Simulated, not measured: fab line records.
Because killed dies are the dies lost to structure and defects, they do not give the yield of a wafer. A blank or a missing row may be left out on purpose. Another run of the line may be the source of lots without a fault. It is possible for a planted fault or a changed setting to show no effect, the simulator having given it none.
Matching of chambers + flow n5Finfet + N5_MIM_TOP_ALD_00 on aldHk-01 has 4 sister chambers
The step deposits Al2O3, purge time 3 s, co reactant pulse time 3 s. 8 wafers are shown with their chamber, then 7 later ones without.

== EACH WAFER AND ITS CHAMBER ==
| wafer  | chamber | precursorPulseHeightRel |
|--------|---------|-------------------------|
| L076.6 | 2       | 0.988                   |
| L081.2 | 1       | 1.025                   |
| L085.2 | 2       | 0.997                   |
| L085.3 | 1       | 1.030                   |
| L085.5 | 3       | 0.983                   |
| L085.6 | 0       | 0.983                   |
| L089.4 | 0       | 0.973                   |
| L089.5 | 3       | 0.978                   |

== WAFERS WHOSE CHAMBER IS MISSING ==
| wafer  | precursorPulseHeightRel |
|--------|-------------------------|
| L089.6 | 1.006                   |
| L093.1 | 1.005                   |
| L093.2 | 0.995                   |
| L093.3 | 1.027                   |
| L093.4 | 0.968                   |
| L093.5 | 1.004                   |
| L093.6 | 0.963                   |

== WHICH CHAMBER EACH ONE RAN IN ==
| wafer  | from the rows above     | in truth                   |
|--------|-------------------------|----------------------------|
| L089.6 | can't be placed: 2 or 1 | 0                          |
| L093.1 | can't be placed: 2 or 1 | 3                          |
| L093.2 | 2                       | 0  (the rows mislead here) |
| L093.3 | 1                       | 1                          |
| L093.4 | can't be placed: 0 or 3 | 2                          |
| L093.5 | 2                       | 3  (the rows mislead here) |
| L093.6 | can't be placed: 0 or 3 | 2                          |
Correct placement for 1 of the 7. Not placeable from these rows: 4 (in 0, the candidates include the true chamber). Number placed wrongly: 2.
How it was worked out, from the rows above alone: a wafer's distance from a chamber is the root of the sum, over the readings, of the square of ((its reading less the chamber's mean) divided by the reading's scatter). If the next closest chamber is less than 2 further off than the closest, the wafer can't be placed; otherwise it belongs to the closest. Each chamber's mean is taken over the wafers shown for it. How the scatter is found: for the shown wafers, subtract from each reading the mean of its chamber, square and add these, divide the total by (wafers less chambers), then take the root.
